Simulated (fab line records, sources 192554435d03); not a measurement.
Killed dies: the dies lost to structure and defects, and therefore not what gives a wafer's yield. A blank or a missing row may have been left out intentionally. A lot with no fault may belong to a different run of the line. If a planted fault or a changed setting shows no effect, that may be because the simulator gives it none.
fab line records	flow n5-finfet
record lots=14	wafers=41	last-day=18
route steps=1938 shown BEOL_M3@997 BEOL_M4@1021
lots that met no fault: from a run of the same line without faults
start-h: start of the lot's first displayed wafer, in hours after the record's first day	wait-h: hours from the lot's prior step to this one	" unchanged from the row above	L1.1+2: a row that stands for several wafers	- no value present, or no start provided	* or withheld: withheld	< > ~ a bound
route shown NAME@n: a module of which the file shows steps, and the number in the route of the first	usual: mean/standard deviation of fault-free wafers	same: alike in all rows	chamber/n: place in a boat	sites: per-site readings	_std_site: standard deviation across them	_edge_site: mean of outer sites minus mean of inner sites	radius-mm: how far each site lies from the wafer's centre	mask NAME#n: copy n	behind: tool/chamber where the wafer was last shaped	hold: why the lot was held/for how many hours/how that ended	device: the transistor (n, p or np) that didn't switch	end of line: tests run on the same wafers once the route is complete	where a step has no rows: the recipe by itself	killed: the dies lost at the first sort to structure and to defects; this is not the yield of the wafer	map: dies across one wafer; x = killed, . = not, _ = none there
set.NAME: the run value of the setting; set.NAME@STEP: its run value at that earlier step	model.NAME: the simulator's own value behind a step, which no gauge read
one table for each step of the route and one row for each wafer, over a sample of lots
services: from which hour (start-h, from the record's first day; less than 0 if before it) a tool's chamber was out of use, for how many hours, and why
## steps
# step N5_BEOL_M3_ANNEAL_80
# recipe temp-c=400	time-s=240	ambient=vacuum
# usual heater-power-w=826/110
# same time-s=240
lot.wafer	tool	chamber	start-h	wait-h	heater-power-w
L579.1	pvd-sputter-02	-	149.90	0.0	767
L579.3	"	-	"	"	1064
L579.6	"	-	"	"	766
L580.1	pvd-sputter-01	-	162.29	0.0	804
L580.3	"	-	"	"	768
L580.4	"	-	"	"	787
L581.1	pvd-sputter-01	-	179.94	0.0	939
L581.3	"	-	"	"	788
L581.6	"	-	"	"	798
L585.2	pvd-sputter-02	-	192.90	0.0	744
L585.4	"	-	"	"	721
L585.5	"	-	"	"	729
L587.1	pvd-sputter-03	-	211.10	0.0	848
L587.3	"	-	"	"	747
L587.5	"	-	"	"	861
L588.1	pvd-sputter-01	-	214.03	0.0	788
L588.5	"	-	"	"	731
L588.6	"	-	"	"	807
L592.2	pvd-sputter-03	-	239.17	0.0	750
L592.3	"	-	"	"	700
L592.5	"	-	"	"	757
L594.1	pvd-sputter-03	-	246.84	0.0	757
L594.5	"	-	"	"	952
L594.6	"	-	"	"	702
L596.3	pvd-sputter-01	-	256.80	0.0	799
L596.4	"	-	"	"	753
L596.6	"	-	"	"	797
L598.3	pvd-sputter-03	-	269.66	0.0	760
L598.4	"	-	"	"	698
L598.6	"	-	"	"	860
L599.1	pvd-sputter-02	-	286.45	0.0	790
L599.5	"	-	"	"	789
L599.6	"	-	"	"	741
L600.2	pvd-sputter-03	-	286.88	0.0	761
L600.4	"	-	"	"	958
L600.6	"	-	"	"	755
L601.5	pvd-sputter-02	-	290.20	0.1	728
L601.6	"	-	"	"	797
L602.1	pvd-sputter-02	-	305.51	0.0	1058
L602.2	"	-	"	"	761
L602.3	"	-	"	"	737
# step N5_BEOL_M3_SPUTTER_92
# recipe material=Cu	target-thk-a=45	temp-c=-20	chamber-pressure-pa=0.07	power-w=withheld	time-s=8.29
# usual throttle-valve-pct=30.3/1.3
# same time-s=8.29
lot.wafer	tool	chamber	start-h	wait-h	throttle-valve-pct
L579.1	pvd-sputter-02	-	150.92	0.1	29.0
L579.3	"	-	"	"	30.9
L579.6	"	-	"	"	28.9
L580.1	pvd-sputter-01	-	163.31	0.1	30.3
L580.3	"	-	"	"	28.4
L580.4	"	-	"	"	30.3
L581.1	pvd-sputter-01	-	180.96	0.1	31.6
L581.3	"	-	"	"	30.2
L581.6	"	-	"	"	32.0
L585.2	pvd-sputter-02	-	193.92	0.1	29.1
L585.4	"	-	"	"	30.6
L585.5	"	-	"	"	30.9
L587.1	pvd-sputter-03	-	212.12	0.1	32.1
L587.3	"	-	"	"	28.5
L587.5	"	-	"	"	32.4
L588.1	pvd-sputter-01	-	215.05	0.1	30.4
L588.5	"	-	"	"	28.4
L588.6	"	-	"	"	30.2
L592.2	pvd-sputter-03	-	240.19	0.1	28.5
L592.3	"	-	"	"	31.5
L592.5	"	-	"	"	28.1
L594.1	pvd-sputter-03	-	247.86	0.1	28.4
L594.5	"	-	"	"	28.8
L594.6	"	-	"	"	31.5
L596.3	pvd-sputter-01	-	257.82	0.1	30.2
L596.4	"	-	"	"	28.5
L596.6	"	-	"	"	31.8
L598.3	pvd-sputter-03	-	270.68	0.1	28.5
L598.4	"	-	"	"	31.6
L598.6	"	-	"	"	32.4
L599.1	pvd-sputter-02	-	287.47	0.1	29.8
L599.5	"	-	"	"	30.1
L599.6	"	-	"	"	30.6
L601.5	pvd-sputter-02	-	291.19	0.0	30.9
L601.6	"	-	"	"	30.2
L600.2	pvd-sputter-03	-	296.73	8.9	28.5
L600.4	"	-	"	"	28.7
L600.6	"	-	"	"	28.7
L602.1	pvd-sputter-02	-	306.66	0.1	30.4
L602.2	"	-	"	"	29.0
L602.3	"	-	"	"	31.0
# step N5_BEOL_M3_PRE_CLEAN_60
# recipe gas=NH3/H2	time-s=15	temp-c=*	rf-power-w=300
# usual heater-power-w=105/26
# same time-s=15
lot.wafer	tool	chamber	start-h	wait-h	heater-power-w
L579.1	cvd-co-02	2	153.32	0.0	133
L579.3	"	0	"	"	82
L579.6	"	0	"	"	79
L580.1	cvd-co-01	1	174.04	0.0	137
L580.3	"	0	"	"	77
L580.4	"	2	"	"	82
L581.1	cvd-co-01	2	185.12	0.2	81
L581.3	"	1	"	"	141
L581.6	"	2	"	"	82
L585.2	cvd-co-02	2	195.19	0.0	136
L585.4	"	0	"	"	82
L585.5	"	1	"	"	101
L587.1	cvd-co-02	1	213.82	0.4	101
L587.3	"	2	"	"	134
L587.5	"	1	"	"	105
L588.1	cvd-co-01	0	216.43	0.0	76
L588.5	"	1	"	"	140
L588.6	"	0	"	"	77
L592.2	cvd-co-02	0	241.50	0.0	84
L592.3	"	0	"	"	83
L592.5	"	0	"	"	84
L594.1	cvd-co-02	0	249.12	0.0	84
L594.5	"	0	"	"	81
L594.6	"	2	"	"	135
L596.3	cvd-co-01	0	259.09	0.0	79
L596.4	"	1	"	"	142
L596.6	"	2	"	"	85
L598.3	cvd-co-02	2	271.94	0.0	131
L598.4	"	2	"	"	133
L598.6	"	0	"	"	83
L599.1	cvd-co-02	1	288.74	0.0	105
L599.5	"	0	"	"	86
L599.6	"	2	"	"	136
L601.5	cvd-co-02	1	292.46	0.1	104
L601.6	"	2	"	"	139
L600.2	cvd-co-01	2	297.99	0.0	81
L600.4	"	1	"	"	142
L600.6	"	0	"	"	78
L602.1	cvd-co-01	0	308.05	0.1	77
L602.2	"	2	"	"	83
L602.3	"	1	"	"	142
# step N5_BEOL_M4_ILD_DEP_00
# recipe material=SiOC	target-thk-a=790	temp-c=350	precursor=DEMS/O2	pressure-torr=5	rf-w=500	time-s=15.3
# usual heater-power-w=468/79	showerhead-plenum-p-Torr=5.691/0.016	throttle-valve-pct=12.1/0.89
lot.wafer	tool	chamber	start-h	wait-h	heater-power-w	showerhead-plenum-p-Torr	throttle-valve-pct
L579.1	pecvd-02	1	153.61	0.0	526	5.699	10.9
L579.3	"	2	"	"	473	5.687	11.3
L579.6	"	0	"	"	473	5.698	12.4
L580.1	pecvd-02	1	174.32	0.0	484	5.686	11.1
L580.3	"	2	"	"	466	5.702	11.4
L580.4	"	2	"	"	472	5.696	11.3
L581.1	pecvd-03	2	185.42	0.0	357	5.705	11.4
L581.3	"	0	"	"	587	5.673	12.9
L581.6	"	2	"	"	354	5.698	11.2
L585.2	pecvd-02	0	195.47	0.0	423	5.693	12.5
L585.4	"	2	"	"	440	5.694	11.3
L585.5	"	1	"	"	435	5.695	11.0
L587.1	pecvd-03	1	214.11	0.0	365	5.686	11.9
L587.3	"	0	"	"	578	5.684	12.6
L587.5	"	1	"	"	360	5.693	11.6
L588.1	pecvd-03	1	216.71	0.0	356	5.686	11.8
L588.5	"	1	"	"	359	5.675	12.0
L588.6	"	0	"	"	577	5.692	12.8
L592.2	pecvd-01	1	241.84	0.0	534	5.675	13.8
L592.3	"	2	"	"	486	5.706	11.9
L592.5	"	2	"	"	491	5.733	11.9
L594.1	pecvd-01	1	249.46	0.0	518	5.666	14.0
L594.5	"	0	"	"	391	5.682	11.9
L594.6	"	2	"	"	496	5.719	12.2
L596.3	pecvd-02	0	259.37	0.0	455	5.699	12.4
L596.4	"	2	"	"	449	5.694	11.7
L596.6	"	1	"	"	483	5.692	10.9
L598.3	pecvd-02	0	272.23	0.0	480	5.692	12.4
L598.4	"	2	"	"	467	5.687	11.9
L598.6	"	0	"	"	490	5.701	12.5
L599.1	pecvd-01	1	289.06	0.0	489	5.671	14.0
L599.5	"	2	"	"	498	5.724	11.9
L599.6	"	0	"	"	419	5.682	11.8
L601.5	pecvd-01	1	292.87	0.1	562	5.680	14.0
L601.6	"	2	"	"	491	5.731	12.3
L600.2	pecvd-01	2	298.31	0.0	498	5.713	12.1
L600.4	"	0	"	"	472	5.677	11.7
L600.6	"	2	"	"	479	5.728	12.1
L602.1	pecvd-03	0	308.36	0.0	669	5.696	12.9
L602.2	"	2	"	"	379	5.708	11.3
L602.3	"	1	"	"	322	5.681	11.9
# step N5_BEOL_M4_THK_MEAS_01
# recipe reads=SiOC_of_BEOL_M4_ILD_DEP_00
# usual M4_ILD_THK=78.9/1.1
lot.wafer	tool	chamber	start-h	wait-h	M4_ILD_THK[nm]
L579.1	film-metro-02	-	153.68	0.0	79.6
L579.3	"	-	"	"	78.4
L579.6	"	-	"	"	79.9
L580.1	film-metro-01	-	174.39	0.0	78.0
L580.3	"	-	"	"	76.3
L580.4	"	-	"	"	77.3
L581.1	film-metro-02	-	185.49	0.0	77.2
L581.3	"	-	"	"	75.9
L581.6	"	-	"	"	77.9
L585.2	film-metro-01	-	195.54	0.1	78.4
L585.4	"	-	"	"	79.1
L585.5	"	-	"	"	79.9
L587.1	film-metro-01	-	214.21	0.1	78.1
L587.3	"	-	"	"	28.7
L587.5	"	-	"	"	79.6
L588.1	film-metro-01	-	216.80	0.1	78.2
L588.5	"	-	"	"	77.8
L588.6	"	-	"	"	27.3
L592.2	film-metro-02	-	241.91	0.1	78.5
L592.3	"	-	"	"	77.4
L592.5	"	-	"	"	78.3
L594.1	film-metro-02	-	249.53	0.0	79.3
L594.5	"	-	"	"	80.0
L594.6	"	-	"	"	79.3
L596.3	film-metro-02	-	259.44	0.1	78.9
L596.4	"	-	"	"	80.1
L596.6	"	-	"	"	81.2
L598.3	film-metro-01	-	272.30	0.1	78.0
L598.4	"	-	"	"	78.7
L598.6	"	-	"	"	79.6
L599.1	film-metro-01	-	289.12	0.0	78.5
L599.5	"	-	"	"	80.3
L599.6	"	-	"	"	79.8
L601.5	film-metro-02	-	292.93	0.0	82.2
L601.6	"	-	"	"	80.5
L600.2	film-metro-01	-	298.37	0.1	78.5
L600.4	"	-	"	"	80.6
L600.6	"	-	"	"	80.0
L602.1	film-metro-01	-	308.42	0.0	77.2
L602.2	"	-	"	"	77.4
L602.3	"	-	"	"	77.7
# step N5_BEOL_M4_RC_MEAS_101
# usual DIBL_N=35.7/1.5	DIBL_P=35.7/2	IOFF_N=0.155/0.026	IOFF_P=0.20/0.031	ION_N=675/11	ION_P=462/7.1	SS_N=71.3/0.57	SS_P=73.1/0.56	VT_N=250/3	VT_P=-251/3
lot.wafer	tool	chamber	start-h	wait-h	DIBL_N[mV/V]	DIBL_P[mV/V]	IOFF_N[nA/um]	IOFF_P[nA/um]	ION_N[uA/um]	ION_P[uA/um]	SS_N[mV/dec]	SS_P[mV/dec]	VT_N[mV]	VT_P[mV]
L579.1	prober-02	0	175.87	0.0	36.7	36.3	0.153	0.21	667	459	71.6	72.7	251	-252
L579.3	"	0	"	"	37.2	36.8	0.171	0.23	673	459	71.7	73.6	250	-249
L579.6	"	0	"	"	35.3	34.4	0.142	0.18	666	461	71.2	72.6	252	-251
L580.1	prober-01	0	185.28	0.0	37.9	38.4	0.208	0.24	696	472	72.1	73.4	245	-247
L580.3	"	0	"	"	37.5	37.2	0.182	0.23	671	461	71.8	73.3	247	-248
L580.4	"	0	"	"	35.9	36.3	0.166	0.22	688	474	70.9	73.4	247	-249
L581.1	prober-02	0	194.13	0.0	34.0	33.8	0.141	0.19	683	462	71.2	72.1	250	-250
L581.3	"	0	"	"	36.0	37.2	0.186	0.26	685	468	71.9	73.3	245	-246
L581.6	"	0	"	"	33.7	33.5	0.142	0.19	678	465	70.4	72.3	249	-250
L585.2	prober-01	0	216.71	0.2	36.2	37.5	0.178	0.24	685	470	71.6	72.9	246	-247
L585.4	"	0	"	"	37.4	38.2	0.200	0.24	684	469	71.5	73.6	245	-246
L585.5	"	0	"	"	35.3	36.8	0.169	0.22	686	475	70.8	72.9	247	-250
L588.1	prober-01	0	224.64	0.0	34.8	33.6	0.122	0.17	652	450	71.1	73.1	255	-256
L588.5	"	0	"	"	36.7	35.2	0.161	0.18	677	459	71.2	73.7	248	-256
L587.1	prober-01	0	225.57	0.7	36.5	35.5	0.148	0.22	666	462	71.8	73.4	252	-249
L587.5	"	0	"	"	37.2	35.3	0.156	0.22	662	453	71.4	73.3	254	-246
L592.2	prober-02	0	255.97	0.2	40.4	41.2	0.250	0.28	700	466	72.0	74.0	243	-248
L592.3	"	0	"	"	35.7	35.2	0.151	0.19	672	460	70.9	72.9	250	-254
L592.5	"	0	"	"	37.5	37.8	0.180	0.21	685	466	71.6	73.3	250	-252
L594.1	prober-02	0	260.39	0.0	37.2	36.8	0.162	0.21	670	459	71.5	73.0	253	-248
L594.5	"	0	"	"	37.9	38.4	0.173	0.23	679	462	71.5	73.5	250	-249
L594.6	"	0	"	"	36.4	36.6	0.152	0.21	672	456	72.0	72.5	251	-250
L596.3	prober-01	0	267.86	0.3	35.5	35.8	0.158	0.20	681	464	70.7	73.1	246	-251
L596.4	"	0	"	"	37.5	39.5	0.209	0.26	700	476	71.8	73.2	242	-247
L596.6	"	0	"	"	35.3	35.7	0.144	0.20	661	460	71.2	72.8	249	-250
L598.3	prober-01	0	286.34	0.3	34.8	33.1	0.112	0.18	654	458	71.0	72.4	255	-251
L598.4	"	0	"	"	36.9	36.3	0.160	0.23	682	474	71.2	73.0	248	-247
L598.6	"	0	"	"	36.3	35.8	0.146	0.22	679	468	71.5	72.6	250	-249
L599.1	prober-01	0	305.37	0.0	34.4	34.9	0.137	0.18	666	456	71.0	72.7	251	-253
L599.5	"	0	"	"	33.9	34.4	0.128	0.18	659	456	71.1	72.4	252	-255
L599.6	"	0	"	"	36.7	37.3	0.166	0.21	675	459	71.2	73.2	250	-253
L600.2	prober-02	0	312.09	0.2	31.0	29.9	0.093	0.14	657	459	69.6	71.6	255	-254
L600.4	"	0	"	"	36.2	35.2	0.162	0.20	678	460	71.8	73.4	248	-250
L600.6	"	0	"	"	37.6	38.5	0.201	0.26	679	464	71.5	73.3	249	-248
L601.5	prober-01	0	312.16	0.6	36.4	38.0	0.163	0.20	666	459	71.1	73.1	246	-252
L601.6	"	0	"	"	37.0	39.4	0.172	0.22	676	464	71.1	73.1	249	-251
L602.1	prober-02	0	320.07	0.0	36.7	38.3	0.173	0.21	680	466	72.6	73.2	247	-251
L602.2	"	0	"	"	37.4	38.4	0.189	0.22	674	461	71.5	73.3	246	-251
L602.3	"	0	"	"	35.5	37.9	0.159	0.21	683	462	72.3	72.8	249	-250
## services
tool	chamber	start-h	hours	kind
pecvd-03	-	142.42	14.6	pm
pvd-sputter-03	-	144.93	4.2	repair
pecvd-02	0	156.95	2.1	scheduled-down
pecvd-01	2	168.25	2.1	scheduled-down
pvd-sputter-03	-	178.36	1.0	repair
cvd-co-02	-	195.30	6.0	pm
pecvd-03	2	209.24	13.2	repair
pecvd-02	1	209.88	2.1	scheduled-down
cvd-co-02	-	215.45	1.5	repair
pecvd-02	2	223.44	4.2	repair
cvd-co-02	1	240.53	10.1	repair
pecvd-01	-	255.82	1.6	repair
pecvd-03	1	260.12	40.9	repair
pecvd-03	-	276.82	6.0	pm
pecvd-02	2	278.43	2.1	scheduled-down
cvd-co-02	0	290.57	66.4	repair
pecvd-02	-	292.26	5.5	pm
cvd-co-01	-	298.11	6.9	pm
pecvd-03	-	298.20	0.8	repair
## key
first-sign step=N5_BEOL_M4_THK_MEAS_01	reading=M4_ILD_THK	direction=down	sigmas=45	usual=78.9	struck=28.0
effect none on later readings
met-at N5_BEOL_M4_ILD_DEP_00
struck-lots L587,L588
struck-wafers L587.3,L588.6
later-rows-left-out L587.3,L588.6
sort-left-out L587.3,L588.6
not-acting-at N5_BEOL_M3_ANNEAL_80,N5_BEOL_M3_SPUTTER_92,N5_BEOL_M3_PRE_CLEAN_60
onset-between 185.42 214.11
fault kind=process-parameter-drift	tool=pecvd-03	chamber=-	onset-h=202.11	steps=N5_BEOL_M4_ILD_DEP_00	channel=target-thk-a	offset=*	shape=step	end-h=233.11	scope=struck-wafers-only	acts-in=*	stated=*
# sort-left-out: the simulated sort isn't trusted on such a fault, so these wafers' sort isn't shown, and their yield isn't known
# later-rows-left-out: the simulator's readings of these wafers behind a module that went badly wrong aren't trusted and aren't shown, but for the sort
